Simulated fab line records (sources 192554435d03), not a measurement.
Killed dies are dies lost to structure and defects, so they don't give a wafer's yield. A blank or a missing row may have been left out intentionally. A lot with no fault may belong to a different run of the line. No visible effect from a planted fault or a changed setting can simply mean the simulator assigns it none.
fab line records	flow n5_finfet
record lots=9	wafers=27	last_day=19
route steps=1938 shown BEOL_M4@1111 BEOL_M5@1161 PASSIVATION@1936
lots with no fault: from the same line, run without faults
start_h: start of the lot's first displayed wafer, in hours after the record's first day	wait_h: time in hours since the lot's previous step	" as in the row above	L1.1+2: several wafers, shown together as one row	- value missing, or start not given	* or withheld: withheld	< > ~ a bound
route shown NAME@n: NAME is a module with steps in the file, n the number in the route of the first one	usual: mean/standard deviation taken from wafers without a fault	same: alike in all rows	chamber/n: place in a boat	sites: the reading at each site	_std_site: standard deviation of those values	_edge_site: mean of outer sites minus mean of inner sites	radius_mm: for every site, how far away it sits from the centre of the wafer	mask NAME#n: copy n	behind: tool/chamber where the wafer was last shaped	hold: reason for holding the lot/hours on hold/outcome of the hold	device: the transistor (n, p or np) that didn't switch	end of line: the tests these same wafers got at the end of their route	a step given without rows: its recipe and nothing more	killed: dies lost to structure and defects at the first sort, not the wafer's yield	map: shows each die of a wafer: x if killed, . if not, _ if none is there
set.NAME: the setting as run; set.NAME@STEP: as run at that earlier step	model.NAME: the simulator's own value behind a step, which no gauge read
the route's steps for a sample of lots (tables are steps, rows are wafers)
services: the hour from which a tool's chamber was out of use, counted from the record's first day as start_h (under 0 if before that day), plus the number of hours and why
## steps
# step N5_BEOL_M4_RC_MEAS_101
# usual DIBL_N=36.8/1.9	DIBL_P=36.5/2.1	IOFF_N=0.17/0.038	IOFF_P=0.22/0.039	ION_N=675/12	ION_P=463/7.4	SS_N=71.6/0.71	SS_P=73.4/0.72	VT_N=249/3.3	VT_P=-250/3.3
lot.wafer	tool	chamber	start_h	wait_h	DIBL_N[mV/V]	DIBL_P[mV/V]	IOFF_N[nA/um]	IOFF_P[nA/um]	ION_N[uA/um]	ION_P[uA/um]	SS_N[mV/dec]	SS_P[mV/dec]	VT_N[mV]	VT_P[mV]
L628.2	prober-01	0	187.86	0.2	35.5	34.9	0.16	0.21	679	461	71.2	73.1	246	-249
L628.3	"	0	"	"	37.5	37.1	0.19	0.25	686	467	71.8	72.9	245	-244
L628.5	"	0	"	"	36.2	35.7	0.16	0.21	690	466	71.1	73.1	247	-245
L633.3	prober-02	0	237.44	0.3	33.6	33.0	0.12	0.16	654	458	70.5	72.4	253	-254
L633.4	"	0	"	"	36.5	35.9	0.16	0.20	667	456	71.6	73.9	250	-252
L633.5	"	0	"	"	37.0	37.0	0.17	0.21	657	452	71.3	74.4	249	-250
L638.1	prober-01	0	245.67	0.0	37.2	36.3	0.16	0.21	664	460	71.0	73.0	251	-248
L638.2	"	0	"	"	37.3	36.5	0.17	0.23	686	469	71.1	73.7	248	-248
L638.6	"	0	"	"	34.9	34.8	0.13	0.19	672	464	70.8	72.8	252	-250
L639.2	prober-01	0	262.78	0.2	35.2	34.2	0.15	0.18	670	458	70.6	72.4	249	-252
L639.3	"	0	"	"	40.4	39.5	0.26	0.29	674	458	72.3	73.7	245	-247
L639.4	"	0	"	"	34.9	35.6	0.14	0.21	678	480	70.3	72.1	250	-248
L643.1	prober-02	0	267.33	0.0	35.6	35.2	0.14	0.21	671	466	71.0	73.7	252	-250
L643.2	"	0	"	"	34.5	34.4	0.13	0.20	668	464	70.7	72.6	255	-246
L643.4	"	0	"	"	35.5	35.4	0.14	0.22	678	467	71.7	73.4	253	-247
L644.2	prober-02	0	292.74	0.2	36.2	35.5	0.13	0.18	676	461	71.8	73.3	253	-256
L644.4	"	0	"	"	38.4	37.3	0.16	0.20	667	454	72.5	73.9	252	-251
L644.5	"	0	"	"	34.2	32.5	0.11	0.14	673	456	71.4	72.3	254	-257
L647.2	prober-02	0	330.36	0.2	34.5	33.5	0.12	0.15	681	463	70.7	72.4	252	-252
L647.3	"	0	"	"	35.6	34.9	0.13	0.17	677	462	71.7	73.2	254	-253
L647.4	"	0	"	"	36.0	35.2	0.15	0.17	676	456	72.1	73.9	250	-254
L649.2	prober-02	0	337.79	0.2	38.5	38.1	0.20	0.25	698	472	72.2	73.8	244	-247
L649.3	"	0	"	"	41.7	40.6	0.28	0.31	685	470	72.6	74.5	242	-245
L649.5	"	0	"	"	36.9	34.9	0.16	0.20	680	465	71.7	73.5	250	-251
L648.3	prober-01	0	338.31	0.3	36.0	36.2	0.15	0.20	674	460	71.2	72.9	249	-252
L648.4	"	0	"	"	39.1	39.6	0.19	0.25	679	459	72.2	74.1	246	-249
L648.5	"	0	"	"	37.1	37.7	0.17	0.24	675	464	72.1	73.0	249	-252
# step N5_BEOL_M5_ETCH_41
# recipe chemistry=CH3F/O2	target=SiCN	target_depth_a=315	taper_deg=2	time_s=56.7	ion_energy_ev=120	mask_material=TiN	pressure_mtorr=30	source_w=395	bias_w=75	Ar_flow_sccm=150	CH3F_flow_sccm=30	O2_flow_sccm=20
# usual drypump_motor_current_A=6.1/0.48	oes_product_au=0.76/0.094	rf_fwd_power_W=390.9/1.5	rf_vpp_V=297.1/1.6	showerhead_plenum_p_Torr=1.99/0.07	throttle_valve_pct=16.36/0.26
lot.wafer	tool	chamber	start_h	wait_h	drypump_motor_current_A	oes_product_au	rf_fwd_power_W	rf_hours_counter_h	rf_vpp_V	showerhead_plenum_p_Torr	throttle_valve_pct
L628.2	rie_diel-06	1	-	-	5.8	0.75	390.7	149	295.6	1.92	16.05
L628.3	"	0	"	"	6.4	0.89	391.6	36	297.7	2.05	16.05
L628.5	"	2	"	"	6.7	0.71	390.7	-	296.0	1.90	16.58
L633.3	rie_diel-05	0	-	-	5.9	0.89	389.8	27	297.8	2.03	15.83
L633.4	"	1	"	"	5.7	0.68	389.7	224	295.8	1.90	16.69
L633.5	"	0	"	"	6.0	0.89	390.8	-	298.0	2.03	15.83
L638.1	rie_diel-05	1	-	-	5.7	0.68	390.2	224	295.2	1.90	16.69
L638.2	"	2	"	"	6.7	0.69	389.7	250	298.2	1.97	16.37
L638.6	"	1	"	"	5.7	0.68	391.1	-	296.6	1.90	16.68
L639.2	rie_diel-06	3	-	-	5.6	0.72	391.4	193	296.8	2.07	16.56
L639.3	"	1	"	"	5.8	0.74	390.5	167	295.2	1.91	16.08
L639.4	"	0	"	"	6.4	0.87	390.4	57	297.4	2.04	16.11
L643.1	rie_diel-02	1	-	-	5.7	0.69	390.6	200	298.5	2.06	16.38
L643.2	"	2	"	"	5.8	0.68	389.3	242	296.2	1.97	16.52
L643.4	"	3	"	"	6.5	0.76	390.3	138	294.8	1.91	16.45
L644.2	rie_diel-05	3	-	-	5.2	0.71	393.1	232	297.1	1.99	16.53
L644.4	"	1	"	"	5.7	0.67	388.2	239	294.5	1.90	16.73
L644.5	"	1	"	"	5.7	0.66	388.3	-	294.9	1.90	16.73
L647.2	rie_diel-02	2	-	-	5.8	0.98	389.4	4	296.4	1.97	16.12
L647.3	"	0	"	"	6.5	0.71	389.0	196	298.4	1.99	16.69
L647.4	"	3	"	"	6.5	0.75	391.6	158	296.6	1.90	16.48
L648.3	rie_diel-06	2	-	-	6.7	0.97	389.7	8	300.6	2.14	16.22
L648.4	"	1	"	"	5.8	0.71	390.9	187	295.9	1.90	16.13
L648.5	"	1	"	"	5.8	0.72	391.8	-	294.7	1.90	16.12
L649.2	rie_diel-06	0	-	-	6.4	0.83	392.1	79	297.5	2.03	16.16
L649.3	"	3	"	"	5.6	0.70	392.9	214	298.7	2.06	16.60
L649.5	"	1	"	"	5.8	0.72	388.0	-	296.6	1.90	16.13
# step N5_BEOL_M5_CURE_80
# recipe temp_c=370	time_s=120	ambient=DMADMS/He	material=SiCOH_lowk
# usual lamp_power_pct=52.31/0.056	wafer_temp_C_max=371.7/0.59
lot.wafer	tool	chamber	start_h	wait_h	lamp_power_pct	wafer_temp_C_max
L628.2	uv_cure-01	2	194.91	0.1	52.38	372.3
L628.3	"	2	"	"	52.23	371.7
L628.5	"	2	"	"	52.33	372.4
L633.3	uv_cure-01	2	248.19	0.1	52.36	372.7
L633.4	"	2	"	"	52.25	373.1
L633.5	"	2	"	"	52.32	372.2
L638.1	uv_cure-03	2	251.00	0.3	52.28	370.7
L638.2	"	2	"	"	52.35	371.1
L638.6	"	2	"	"	52.30	371.2
L639.2	uv_cure-01	1	267.94	0.1	52.32	371.5
L639.3	"	1	"	"	52.37	371.1
L639.4	"	1	"	"	52.25	371.2
L643.1	uv_cure-01	0	271.22	0.0	52.36	372.0
L643.2	"	0	"	"	52.33	372.3
L643.4	"	0	"	"	52.30	371.8
L644.2	uv_cure-02	1	297.54	0.1	52.30	372.1
L644.4	"	1	"	"	52.31	371.8
L644.5	"	1	"	"	52.31	371.5
L647.2	uv_cure-01	0	334.60	0.1	52.24	371.3
L647.3	"	0	"	"	52.26	372.4
L647.4	"	0	"	"	52.29	372.0
L648.3	uv_cure-01	2	346.21	0.1	52.41	372.2
L648.4	"	2	"	"	52.30	372.4
L648.5	"	2	"	"	52.27	372.5
L649.2	uv_cure-01	2	349.77	0.1	52.39	372.1
L649.3	"	2	"	"	52.31	372.3
L649.5	"	2	"	"	52.30	371.6
# step N5_BEOL_M5_CVD_47
# recipe material=Co	target_thk_a=30	temp_c=withheld	precursor=CCTBA/H2	pressure_torr=30	time_s=216
# usual chamber_pressure_Torr=29.99/0.062	run_length_s=238.9/0.55
lot.wafer	tool	chamber	start_h	wait_h	chamber_pressure_Torr	run_length_s
L628.2	cvd_co-02	0	196.68	0.1	29.94	239.2
L628.3	"	0	"	"	30.16	239.6
L628.5	"	1	"	"	30.01	238.2
L633.3	cvd_co-02	1	249.17	0.1	29.98	238.1
L633.4	"	2	"	"	30.04	239.4
L633.5	"	1	"	"	29.96	238.3
L638.1	cvd_co-02	0	252.30	0.3	-	-
L638.2	"	2	"	"	-	-
L638.6	"	0	"	"	-	-
L639.2	cvd_co-02	1	268.80	0.2	-	-
L639.3	"	2	"	"	-	-
L639.4	"	1	"	"	-	-
L643.1	cvd_co-01	2	272.18	0.0	-	-
L643.2	"	1	"	"	-	-
L643.4	"	0	"	"	-	-
L644.2	cvd_co-01	1	299.08	0.1	29.98	239.0
L644.4	"	1	"	"	30.01	239.2
L644.5	"	0	"	"	29.97	238.6
L647.2	cvd_co-02	2	335.65	0.1	30.11	239.4
L647.3	"	0	"	"	30.04	240.0
L647.4	"	1	"	"	29.99	238.4
L648.3	cvd_co-02	2	347.23	0.3	29.99	239.3
L648.4	"	2	"	"	29.97	239.1
L648.5	"	0	"	"	29.96	239.2
L649.2	cvd_co-02	2	351.33	0.5	30.01	239.7
L649.3	"	0	"	"	29.95	239.3
L649.5	"	2	"	"	29.99	239.1
# step N5_BEOL_M5_ANNEAL_84
# recipe temp_c=400	time_s=1800	ambient=vacuum
# usual heater_power_w=855/62
lot.wafer	tool	chamber	start_h	wait_h	heater_power_w
L628.2	pvd_sputter-02	-	199.17	0.0	1044
L628.3	"	-	"	"	849
L628.5	"	-	"	"	1017
L633.3	pvd_sputter-03	-	251.63	0.0	824
L633.4	"	-	"	"	829
L633.5	"	-	"	"	879
L638.1	pvd_sputter-03	-	256.06	0.0	834
L638.2	"	-	"	"	866
L638.6	"	-	"	"	896
L639.2	pvd_sputter-02	-	271.25	0.0	1040
L639.3	"	-	"	"	821
L639.4	"	-	"	"	874
L643.1	pvd_sputter-01	-	274.59	0.0	865
L643.2	"	-	"	"	847
L643.4	"	-	"	"	791
L644.2	pvd_sputter-03	-	305.53	0.0	808
L644.4	"	-	"	"	911
L644.5	"	-	"	"	798
L647.2	pvd_sputter-03	-	338.10	0.0	822
L647.3	"	-	"	"	875
L647.4	"	-	"	"	814
L648.3	pvd_sputter-02	-	351.21	0.0	786
L648.4	"	-	"	"	842
L648.5	"	-	"	"	1019
L649.2	pvd_sputter-01	-	354.08	0.0	894
L649.3	"	-	"	"	823
L649.5	"	-	"	"	888
# step N5_BEOL_M5_CMP_52
# recipe stop_on=SiCOH_lowk	t_overpolish_s=6.9	down_force_psi=1	platen_rpm=50	clearing_platen_down_force_psi=1.5	clearing_platen_rpm=50	post_cmp_clean=cu_alkaline	target_thk_nm=62	clearing_platen_pad_velocity_m_s=0.99484	pad_velocity_m_s=0.99484
# usual barrier_field_endpoint_s=24.8/0.65	motor_current_A=5.8/0.62
lot.wafer	tool	chamber	start_h	wait_h	barrier_field_endpoint_s	motor_current_A
L628.2	cmp-03	2	205.15	0.2	23.4	5.8
L628.3	"	0	"	"	24.8	5.7
L628.5	"	3	"	"	24.8	5.4
L633.3	cmp-01	0	254.22	0.2	23.0	6.6
L633.4	"	3	"	"	24.1	5.7
L633.5	"	1	"	"	25.2	5.4
L638.2	cmp-04	1	258.65	0.2	21.6	5.5
L638.1	"	2	"	"	20.9	7.2
L638.6	"	1	"	"	21.2	5.7
L639.4	cmp-04	3	273.88	0.2	21.4	4.6
L639.3	"	0	"	"	21.5	5.2
L639.2	"	1	"	"	20.9	5.5
L643.2	cmp-01	3	277.22	0.2	20.8	5.8
L643.4	"	0	"	"	20.7	6.8
L643.1	"	1	"	"	21.8	5.9
L644.4	cmp-04	2	308.12	0.1	24.8	7.2
L644.2	"	1	"	"	24.8	5.4
L644.5	"	2	"	"	25.3	6.9
L647.4	cmp-03	2	340.75	0.2	23.3	5.5
L647.3	"	3	"	"	24.0	5.4
L647.2	"	0	"	"	24.2	6.0
L648.4	cmp-04	1	354.43	0.4	24.0	5.5
L648.3	"	2	"	"	25.5	6.8
L648.5	"	3	"	"	25.9	4.7
L649.2	cmp-03	0	356.71	0.2	25.3	5.2
L649.3	"	1	"	"	24.5	5.9
L649.5	"	0	"	"	24.4	5.8
# step N5_PASSIVATION_PROBE_49
# usual defect_limited_yield=91.3/1.4	killed_at_M0_to_M3=33/11	killed_at_M4_up=15/6.2	killed_at_contacts=13/6.5	killed_at_front_end=38/11	killed_at_other=3.4/2.6	killed_dies=102/17	killed_on_rim=13/4.1	killed_open=67/12	killed_short=34/7.9	sort_bin_5_function=5.1/0.88	sort_bin_6_memory=3.3/0.65	sort_n_pass=1078/17	sort_yield_pct=91.3/1.4
# same gross_dies=1180	killed_at_back_side=0	sort_bin_4_leakage[%]=0	sort_bin_8_speed[%]=0
lot.wafer	tool	chamber	start_h	wait_h	defect_limited_yield[%]	killed_at_M0_to_M3	killed_at_M4_up	killed_at_contacts	killed_at_front_end	killed_at_other	killed_dies	killed_on_rim	killed_open	killed_short	sort_bin_5_function[%]	sort_bin_6_memory[%]	sort_n_pass	sort_yield_pct[%]
L638.1	prober-02	-	346.66	0.0	0	43	1109	11	16	1	1180	152	59	25	89.7	9.7	0	0
L638.2	prober-02	-	346.71	0.1	0	34	1110	7	27	2	1180	152	58	32	88.6	11.3	0	0
L638.6	prober-02	-	346.91	0.3	0	23	1106	12	38	1	1180	152	68	30	88.8	10.8	0	0
L639.2	prober-02	-	363.71	0.1	0	29	1107	11	32	1	1180	152	54	30	89.1	10.8	0	0
L639.3	prober-02	-	363.76	0.1	0	28	1103	5	40	4	1180	152	60	27	91.2	8.6	0	0
L639.4	prober-02	-	363.81	0.2	0	27	1083	3	67	0	1180	152	61	39	88.7	10.5	0	0
L643.1	prober-01	-	369.30	0.0	0	19	1121	1	39	0	1180	152	41	31	89.9	9.9	0	0
L643.2	prober-01	-	369.35	0.1	0	29	1100	9	40	2	1180	152	54	33	91.1	8.6	0	0
L643.4	prober-01	-	369.45	0.2	0	18	1095	9	55	3	1180	152	61	39	89.4	10.0	0	0
L644.2	prober-02	-	392.57	0.1	91.3	27	21	9	42	4	103	7	73	26	4.7	3.6	1077	91.3
L644.4	prober-02	-	392.67	0.2	89.7	20	26	14	55	7	122	19	73	47	5.6	4.0	1058	89.7
L644.5	prober-02	-	392.72	0.2	90.8	23	21	23	41	0	108	10	81	27	5.2	3.8	1072	90.8
L649.2	prober-01	-	455.34	0.1	90.2	29	24	9	51	3	116	18	87	27	5.2	4.1	1064	90.2
L649.3	prober-01	-	455.39	0.1	90.8	18	31	15	39	6	109	14	71	36	5.8	3.3	1071	90.8
L649.5	prober-01	-	455.49	0.2	91.3	34	20	13	35	1	103	12	71	31	4.8	3.7	1077	91.3
# killed by level:class
L638.1 BEOL_M5:area_cvd=842 BEOL_M5:interface_void_opened=254 BEOL_M3:geometric_particle:open=11 MOL_CONTACT_COAG:geometric_particle:open=10 BEOL_M1:geometric_particle:open=7 BEOL_M1:geometric_particle:short=6 BEOL_M4:geometric_particle:open=6 FIN_SAQP:geometric_particle:short=4
L638.2 BEOL_M5:area_cvd=824 BEOL_M5:interface_void_opened=266 FIN_SAQP:geometric_particle:short=11 BEOL_M4:geometric_particle:open=9 BEOL_M0_SAQP:geometric_particle:open=7 BEOL_M3:geometric_particle:open=7 MOL_CONTACT_COAG:geometric_particle:open=6 STI_FIN_REVEAL:geometric_particle:open=5
L638.6 BEOL_M5:area_cvd=841 BEOL_M5:interface_void_opened=241 BEOL_M4:geometric_particle:open=16 MOL_CONTACT_COAG:geometric_particle:open=11 FIN_SAQP:geometric_particle:short=7 BEOL_M1:geometric_particle:open=7 FIN_SAQP:geometric_particle:open=6 DUMMY_GATE:geometric_particle:open=6
L639.2 BEOL_M5:area_cvd=858 BEOL_M5:interface_void_opened=238 GATE_CUT:geometric_particle:short=9 MOL_CONTACT_COAG:geometric_particle:open=8 BEOL_M0_SAQP:geometric_particle:open=8 GATE_CUT:geometric_particle:open=6 BEOL_M1:geometric_particle:open=6 BEOL_M0_SAQP:geometric_particle:short=5
L639.3 BEOL_M5:area_cvd=877 BEOL_M5:interface_void_opened=215 GATE_CUT:geometric_particle:short=11 BEOL_M3:geometric_particle:open=9 FIN_SAQP:geometric_particle:short=8 FIN_SAQP:geometric_particle:open=6 GATE_CUT:geometric_particle:open=6 BEOL_M1:geometric_particle:open=6
L639.4 BEOL_M5:area_cvd=854 BEOL_M5:interface_void_opened=226 STI_FIN_REVEAL:geometric_particle:open=17 FIN_SAQP:geometric_particle:open=11 FIN_SAQP:geometric_particle:short=10 BEOL_M0_SAQP:geometric_particle:open=9 BEOL_M0_SAQP:geometric_particle:short=7 GATE_CUT:geometric_particle:short=6
L643.1 BEOL_M5:area_cvd=847 BEOL_M5:interface_void_opened=258 FIN_SAQP:geometric_particle:short=6 STI_FIN_REVEAL:geometric_particle:open=5 BEOL_M3:geometric_particle:open=5 FIN_SAQP:geometric_particle:open=4 STI_FIN_REVEAL:geometric_particle:short=4 ILD0:geometric_particle:short=4
L643.2 BEOL_M5:area_cvd=855 BEOL_M5:interface_void_opened=236 STI_FIN_REVEAL:geometric_particle:open=13 BEOL_M0_SAQP:geometric_particle:open=9 BEOL_M0_SAQP:geometric_particle:short=8 MOL_CONTACT_COAG:geometric_particle:open=8 FIN_SAQP:geometric_particle:short=4 GATE_CUT:geometric_particle:open=4
L643.4 BEOL_M5:area_cvd=818 BEOL_M5:interface_void_opened=262 GATE_CUT:geometric_particle:short=10 FIN_SAQP:geometric_particle:short=9 FIN_SAQP:geometric_particle:open=8 MOL_CONTACT_COAG:geometric_particle:open=8 DUMMY_GATE:geometric_particle:open=7 BEOL_M3:geometric_particle:open=7
L644.2 BEOL_M2:geometric_particle:open=11 BEOL_M4:geometric_particle:open=11 STI_FIN_REVEAL:geometric_particle:open=8 BEOL_M0_SAQP:geometric_particle:open=7 GATE_CUT:geometric_particle:short=7 FIN_SAQP:geometric_particle:open=6 MOL_CONTACT_COAG:geometric_particle:open=6 BEOL_M0_SAQP:geometric_particle:short=4
L644.4 BEOL_M4:geometric_particle:open=16 FIN_SAQP:geometric_particle:short=12 MOL_CONTACT_COAG:geometric_particle:open=11 GATE_CUT:geometric_particle:short=10 FIN_SAQP:geometric_particle:open=8 STI_FIN_REVEAL:geometric_particle:open=7 BEOL_M0_SAQP:geometric_particle:short=5 BEOL_M2:geometric_particle:open=4
L644.5 MOL_CONTACT_COAG:geometric_particle:open=19 BEOL_M4:geometric_particle:open=16 FIN_SAQP:geometric_particle:open=11 GATE_CUT:geometric_particle:short=9 BEOL_M2:geometric_particle:open=9 STI_FIN_REVEAL:geometric_particle:open=7 STARTING-WAFER:geometric_particle:open=6 MOL_CONTACT_COAG:geometric_particle:short=4
L649.2 BEOL_M4:geometric_particle:open=18 FIN_SAQP:geometric_particle:open=13 BEOL_M2:geometric_particle:open=10 BEOL_M3:geometric_particle:open=9 MOL_CONTACT_COAG:geometric_particle:open=8 FIN_SAQP:geometric_particle:short=4 DUMMY_GATE:geometric_particle:open=4 ILD0:geometric_particle:open=4
L649.3 BEOL_M4:geometric_particle:open=18 MOL_CONTACT_COAG:geometric_particle:open=11 FIN_SAQP:geometric_particle:short=9 BEOL_M2:geometric_particle:open=6 STARTING-WAFER:geometric_particle:open=6 FIN_SAQP:geometric_particle:open=5 STI_FIN_REVEAL:geometric_particle:open=4 DUMMY_GATE:geometric_particle:open=4
L649.5 BEOL_M4:geometric_particle:open=14 STI_FIN_REVEAL:geometric_particle:open=9 BEOL_M2:geometric_particle:open=9 BEOL_M3:geometric_particle:open=9 MOL_CONTACT_COAG:geometric_particle:open=8 FIN_SAQP:geometric_particle:open=5 MOL_CONTACT_COAG:geometric_particle:short=5 BEOL_M0_SAQP:geometric_particle:short=4
## services
tool	chamber	start_h	hours	kind
uv_cure-02	-	172.94	2.8	pm
cmp-01	-	176.50	1.6	repair
cvd_co-02	2	184.98	28.7	repair
cmp-01	-	188.22	12.1	pm
rie_diel-05	1	198.10	1.3	repair
cmp-01	-	206.69	5.5	pm
cmp-04	-	206.74	4.0	pm
uv_cure-01	-	213.00	2.1	pm
rie_diel-06	3	216.58	5.0	repair
cmp-04	-	224.54	0.8	repair
cmp-03	-	235.46	3.2	repair
cvd_co-02	-	235.74	1.7	repair
rie_diel-06	1	240.99	8.6	repair
cmp-04	-	263.49	6.0	pm
cvd_co-01	-	267.94	1.4	repair
cmp-01	-	273.51	0.9	repair
cmp-03	-	283.89	7.5	pm
cmp-03	-	308.07	11.6	pm
cmp-01	-	318.87	1.8	repair
rie_diel-06	1	319.92	6.7	repair
cmp-03	-	329.75	10.7	repair
cvd_co-02	-	331.18	1.1	repair
cvd_co-01	-	331.84	41.0	repair
cmp-03	-	351.22	4.0	pm
## key
first_sign step=N5_BEOL_M5_CVD_47	reading=tool_record	direction=missing
effect step=N5_BEOL_M5_CMP_52	reading=barrier_field_endpoint_s	direction=down	sigmas=5.5	usual=24.8	struck=21.2
effect step=N5_PASSIVATION_PROBE_49	reading=killed_at_M4_up	direction=up	sigmas=99+	usual=15	struck=1104
more_kills_born_at N5_BEOL_M5_CVD_47@cvd_co-02=5094	N5_BEOL_M5_CVD_47@cvd_co-01=2520
met_at N5_BEOL_M5_CVD_47
struck_lots L638,L639,L643
later_rows_left_out L638.1,L638.2,L638.6,L639.2,L639.3,L639.4,L643.1,L643.2,L643.4
not_acting_at N5_BEOL_M5_ETCH_41,N5_BEOL_M5_CURE_80,N5_BEOL_M5_ANNEAL_84
onset_between 249.17 252.30
fault kind=skipped_step_whole	tool=cvd_co-01,cvd_co-02	chamber=-	onset_h=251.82	steps=N5_BEOL_M5_CVD_47	scope=struck_lots_only
# later_rows_left_out: the simulator's readings of these wafers behind a module that went badly wrong aren't trusted and aren't shown, but for the sort
